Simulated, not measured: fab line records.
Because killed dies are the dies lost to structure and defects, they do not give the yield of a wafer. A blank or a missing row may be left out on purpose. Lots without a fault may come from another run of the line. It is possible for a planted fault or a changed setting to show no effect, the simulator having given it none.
Chamber matching || flow n5Finfet || N5_GATE_CUT_HM_DEP_46 on pecvd-01 has 3 sister chambers
The step deposits SiO2 from TEOS/O2, target thk 130 nm, time 26.6 s. 14 wafers are shown with their chamber, then 6 later ones without.

## WAFERS, EACH WITH ITS CHAMBER
{"wafer": "L763.3", "chamber": 0, "throttleValvePct (%)": 18.0, "heaterPowerW (W)": 649, "susceptorTempC (C)": 399.78}
{"wafer": "L763.4", "chamber": 0, "throttleValvePct (%)": 18.0, "heaterPowerW (W)": 658, "susceptorTempC (C)": 399.18}
{"wafer": "L763.5", "chamber": 1, "throttleValvePct (%)": 17.5, "heaterPowerW (W)": 601, "susceptorTempC (C)": 400.04}
{"wafer": "L765.2", "chamber": 0, "throttleValvePct (%)": 18.1, "heaterPowerW (W)": 547, "susceptorTempC (C)": 400.29}
{"wafer": "L765.5", "chamber": 0, "throttleValvePct (%)": 17.9, "heaterPowerW (W)": 569, "susceptorTempC (C)": 400.25}
{"wafer": "L765.6", "chamber": 2, "throttleValvePct (%)": 18.4, "heaterPowerW (W)": 623, "susceptorTempC (C)": 399.93}
{"wafer": "L766.1", "chamber": 2, "throttleValvePct (%)": 18.2, "heaterPowerW (W)": 545, "susceptorTempC (C)": 400.11}
{"wafer": "L766.2", "chamber": 0, "throttleValvePct (%)": 17.8, "heaterPowerW (W)": 552, "susceptorTempC (C)": 400.10}
{"wafer": "L766.5", "chamber": 2, "throttleValvePct (%)": 18.1, "heaterPowerW (W)": 551, "susceptorTempC (C)": 400.18}
{"wafer": "L767.1", "chamber": 0, "throttleValvePct (%)": 17.9, "heaterPowerW (W)": 675, "susceptorTempC (C)": 400.47}
{"wafer": "L767.2", "chamber": 1, "throttleValvePct (%)": 17.5, "heaterPowerW (W)": 601, "susceptorTempC (C)": 399.82}
{"wafer": "L767.6", "chamber": 0, "throttleValvePct (%)": 17.9, "heaterPowerW (W)": 645, "susceptorTempC (C)": 399.82}
{"wafer": "L768.4", "chamber": 2, "throttleValvePct (%)": 18.1, "heaterPowerW (W)": 557, "susceptorTempC (C)": 400.03}
{"wafer": "L768.5", "chamber": 0, "throttleValvePct (%)": 18.0, "heaterPowerW (W)": 534, "susceptorTempC (C)": 400.58}

SIGNATURES, as means of the wafers listed above
{"reading": "throttleValvePct", "chamber 0": 17.950, "chamber 1": 17.500, "chamber 2": 18.200, "scatter within a chamber": 0.104}
{"reading": "heaterPowerW", "chamber 0": 603.62, "chamber 1": 601.00, "chamber 2": 569.00, "scatter within a chamber": 50.2}
{"reading": "susceptorTempC", "chamber 0": 400.0588, "chamber 1": 399.9300, "chamber 2": 400.0625, "scatter within a chamber": 0.369}
Rule: a wafer lies at a distance from a chamber equal to the root of the sum of squares, over the readings, of (its reading less the chamber's mean, divided by the reading's scatter). The wafer belongs to the nearest chamber; if the next one is less than 2 further off, it can't be placed. How the scatter is found: for the shown wafers, subtract from each reading the mean of its chamber, square and add these, divide the total by (wafers less chambers), then take the root.

## WAFERS MISSING THEIR CHAMBER
{"wafer": "L776.1", "throttleValvePct (%)": 18.5, "heaterPowerW (W)": 531, "susceptorTempC (C)": 399.98}
{"wafer": "L776.4", "throttleValvePct (%)": 17.4, "heaterPowerW (W)": 610, "susceptorTempC (C)": 399.81}
{"wafer": "L776.6", "throttleValvePct (%)": 18.7, "heaterPowerW (W)": 552, "susceptorTempC (C)": 399.90}
{"wafer": "L777.1", "throttleValvePct (%)": 18.2, "heaterPowerW (W)": 645, "susceptorTempC (C)": 400.14}
{"wafer": "L777.3", "throttleValvePct (%)": 17.2, "heaterPowerW (W)": 515, "susceptorTempC (C)": 399.84}
{"wafer": "L777.6", "throttleValvePct (%)": 18.5, "heaterPowerW (W)": 618, "susceptorTempC (C)": 400.16}

## WHICH CHAMBER EACH ONE RAN IN
{"wafer": "L776.1", "from the rows above": 2, "in truth": 2}
{"wafer": "L776.4", "from the rows above": 1, "in truth": 1}
{"wafer": "L776.6", "from the rows above": 2, "in truth": 2}
{"wafer": "L777.1", "from the rows above": "can't be placed: 2 or 0", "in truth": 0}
{"wafer": "L777.3", "from the rows above": 1, "in truth": 1}
{"wafer": "L777.6", "from the rows above": 2, "in truth": 2}
Correctly placed: 5 of 6. Cannot be placed on the basis of these rows: 1; the candidates contain the true chamber in 1. Placed wrongly: 0.
